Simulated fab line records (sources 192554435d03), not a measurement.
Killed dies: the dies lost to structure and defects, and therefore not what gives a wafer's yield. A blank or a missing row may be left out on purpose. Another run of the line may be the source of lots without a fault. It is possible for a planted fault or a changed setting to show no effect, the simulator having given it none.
A struck lot beside a sound one / flow n5 finfet / 41 steps out of a route of 1938
Sound: the wafers L512.2, L512.4, L512.5. Struck: wafers L520.2, L520.5. (L520.4 of the same lot was not struck and is left out.) The cause comes at the end.
Each step with rows lists, per side, the tool, then ch with its chambers, then its first start. Under that, the readings that differ: sound wafers / struck wafers / difference of the means / sigmas: that difference in standard deviations of wafers without a fault.
alike: same words and numbers on both sides, and readings whose means sit less than 2 such deviations apart. not compared: any withheld reading, any reading some wafer has no value for, any bound like >300 that may hide the same value, and any number with overlapping values for which the record gives no deviation.
Wherever a step has rows on one side only, a row that says differs or no value, or a row with sigmas, the two part there. Numbers that don't overlap but have no deviation are shown without sigmas and don't part them. A reading missing from all wafers of one side parts the sides only when that side holds two or more wafers.

first, 3 steps without rows for these wafers: N5_BEOL_M5_SRD_40 (time 30 s); N5_BEOL_M5_PRECLEAN_42 (cleans in residue remover, time 60 s); N5_BEOL_M5_SRD_43 (time 30 s).
N5_BEOL_M5_CD_MEAS_35: target cd 28 nm, target cd y 24 nm.
  sound on cd sem-01, day 8 08:28; struck on cd sem-02, day 10 04:44
  alike: cd nm
then, 6 steps without rows for these wafers: N5_BEOL_M5_CURE_80 (cures SiCOH lowk, time 120 s); N5_BEOL_M5_DEGAS_44 (time 60 s); N5_BEOL_M5_PRE_CLEAN_45 (time 30 s); N5_BEOL_M5_ALD_86 (deposits TaN, pulse time 2 s, purge time 3 s, co reactant purge time 2 s); N5_BEOL_M5_SURFACE_TREAT_87; N5_BEOL_M5_CVD_47 (deposits Co from CCTBA/H2, target thk 3 nm, time 216 s).
N5_BEOL_M5_SPUTTER_48: material Cu, target thk 15 nm, time 27.62 s.
  sound on pvd sputter-02, day 8 11:09; struck on pvd sputter-01, day 10 08:25
  alike: substrate temp c, throttle valve pct
N5_BEOL_M5_ANNEAL_49: time 1800 s.
  sound on pvd sputter-02, day 8 11:14; struck on pvd sputter-01, day 10 08:29
reading=heater power w (W); sound=838 934 843; struck=702 710; difference=-166; sigmas=-2
N5_BEOL_M5_SPUTTER_81: material Cu, target thk 15 nm, time 27.62 s.
  sound on pvd sputter-02, day 8 12:14; struck on pvd sputter-01, day 10 09:30
  alike: substrate temp c, throttle valve pct
then, 4 steps without rows for these wafers: N5_BEOL_M5_ANNEAL_82 (time 1800 s); N5_BEOL_M5_SPUTTER_83 (material Cu, target thk 15 nm, time 27.62 s); N5_BEOL_M5_ANNEAL_84 (time 1800 s); N5_BEOL_M5_SPUTTER_88 (material Cu, target thk 15 nm, time 27.62 s).
N5_BEOL_M5_ANNEAL_89: time 1800 s.
  sound on pvd sputter-02, day 8 14:29; struck on pvd sputter-01, day 10 11:45
  alike: heater power w
then, 3 steps without rows for these wafers: N5_BEOL_M5_SPUTTER_90 (material Cu, target thk 4.5 nm, time 8.29 s); N5_BEOL_M5_ECD_50 (material Cu, target thk 300 nm); N5_BEOL_M5_ANNEAL_51 (time 90 s).
N5_BEOL_M5_CMP_52: polishes, stops on SiCOH lowk, t overpolish 6.9 s, target thk 62 nm.
  sound on cmp-04 ch 0,2,3, day 8 16:16; struck on cmp-04 ch 0,1, day 10 13:22
  alike: barrier field endpoint s, edge zone pressure frac, motor current A, overpolish run s, time to endpoint s
N5_BEOL_M5_PRE_CLEAN_77: time 15 s.
  sound on cvd co-01 ch 0,1,2, day 8 16:33; struck on cvd co-02 ch 0,1, day 10 13:44
  alike: heater power w
then, 3 steps without rows for these wafers: N5_BEOL_M5_CO_CAP_78 (material Co, precursor CCTBA/H2, target thk 2 nm, time 102.1 s); N5_BEOL_M5_PRE_CLEAN_55 (time 15 s); N5_BEOL_M5_DEP_56 (deposits SiCN from 3MS/NH3, target thk 8 nm, time 14 s).
N5_BEOL_M5_RS_MEAS_57: measures by four-point-probe.
  sound on film metro-01, day 8 16:47; struck on film metro-02, day 10 13:58
  alike: M5_RS
then, 2 steps without rows for these wafers: N5_BEOL_M6_ILD_DEP_00 (deposits SiCOH lowk from DEMS/porogen, target thk 179.75 nm, time 33.4 s); N5_BEOL_M6_CURE_74 (cures SiCOH lowk, time 240 s).
N5_BEOL_M6_THK_MEAS_01:
  sound on film metro-02, day 8 17:25; struck on film metro-01, day 10 14:36
  alike: M6_ILD_THK
then, 10 steps without rows for these wafers: N5_BEOL_M6_PECVD_70 (deposits SiO2 from TEOS/O2, target thk 20 nm, time 22.7 s); N5_BEOL_M6_HM_DEP_02 (deposits TiN, target thk 20 nm); N5_BEOL_M6_COAT_59 (time 60 s, resist thk 100 nm); N5_BEOL_M6_COAT_60 (time 60 s, resist thk 35 nm); N5_BEOL_M6_COAT_05 (resist thk 90 nm); N5_BEOL_M6_EBR_07; N5_BEOL_M6_SOFTBAKE_06 (time 60 s); N5_BEOL_M6_EXPOSE_08 (exposes mask M6); N5_BEOL_M6_PEB_09 (peb time 60 s); N5_BEOL_M6_DEVELOP_10 (develop time 30 s).
-- here the record skips 4 days between the struck wafers' starts before and after, leaving off in module BEOL_M6 and picking up in module PASSIVATION (first step shown: number 1936 of the route) --
N5_PASSIVATION_PROBE_49:
  the record has rows for the struck wafers here (prober-02, day 14 10:52) and none for the sound ones

== WHERE THEY PART ==
First at N5_BEOL_M5_ANNEAL_49; last, within this record, at N5_PASSIVATION_PROBE_49.

WHY: whatever the simulator had introduced
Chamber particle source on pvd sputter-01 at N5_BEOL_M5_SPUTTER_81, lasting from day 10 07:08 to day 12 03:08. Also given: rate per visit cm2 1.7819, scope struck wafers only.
